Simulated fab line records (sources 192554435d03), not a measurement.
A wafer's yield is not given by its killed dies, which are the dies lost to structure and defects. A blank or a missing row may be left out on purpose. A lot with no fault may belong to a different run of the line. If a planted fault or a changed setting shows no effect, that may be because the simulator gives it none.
Matching of chambers | flow n5Finfet | N5_FIN_SAQP_SPACER1_ALD_24 on aldSin-02: 4 sister chambers
The step deposits SiO2, target thk 20.3 nm, pulse time 1 s, purge time 2 s. 14 wafers are shown with their chamber, then 7 later ones without.

## WAFERS PAIRED WITH THEIR CHAMBERS
wafer  | chamber | heaterPowerW (W) | precursorPulseHeightRel
L074.1 | 3       | 494              | 0.990
L074.2 | 0       | 519              | 1.028
L074.6 | 1       | 538              | 1.010
L083.2 | 0       | 518              | 0.985
L083.5 | 0       | 518              | 1.019
L083.6 | 1       | 526              | 0.987
L086.1 | 1       | 536              | 0.972
L086.2 | 3       | 506              | 1.004
L086.3 | 0       | 515              | 0.978
L088.2 | 3       | 495              | 0.983
L088.3 | 0       | 527              | 1.016
L088.5 | 1       | 528              | 1.005
L089.1 | 1       | 544              | 1.004
L089.2 | 2       | 529              | 0.963

SIGNATURES (averages over the wafers above)
reading                 | chamber 0 | chamber 1 | chamber 2 | chamber 3 | scatter within a chamber
heaterPowerW            | 519.40    | 534.40    | 529.00    | 498.33    | 6.24
precursorPulseHeightRel | 1.00520   | 0.99560   | 0.96300   | 0.99233   | 0.0179
Rule: a wafer lies at a distance from a chamber equal to the root of the sum of squares, over the readings, of (its reading less the chamber's mean, divided by the reading's scatter). If the next closest chamber is less than 2 further off than the closest, the wafer can't be placed; otherwise it belongs to the closest. The scatter: take each reading less its chamber's mean, square it, sum over the shown wafers, divide by the number of wafers less the number of chambers, and take the root.

## WAFERS WITHOUT THEIR CHAMBER
wafer  | heaterPowerW (W) | precursorPulseHeightRel
L089.5 | 518              | 0.975
L093.1 | 518              | 1.015
L093.3 | 537              | 1.036
L093.6 | 519              | 1.003
L096.3 | 504              | 1.022
L096.4 | 534              | 1.014
L096.5 | 550              | 1.007

## WHICH CHAMBER EACH ONE RAN IN
wafer  | from the rows above               | in truth
L089.5 | can't be placed: 0 or 2 or 1 or 3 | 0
L093.1 | 0                                 | 0
L093.3 | can't be placed: 1 or 0 or 2      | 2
L093.6 | 0                                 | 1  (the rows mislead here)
L096.3 | can't be placed: 3 or 0           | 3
L096.4 | can't be placed: 1 or 0 or 2      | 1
L096.5 | can't be placed: 1 or 2           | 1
Correct placement for 1 of the 7. These rows do not allow placing 5 (true chamber among the candidates in 5). Placed wrongly: 1.
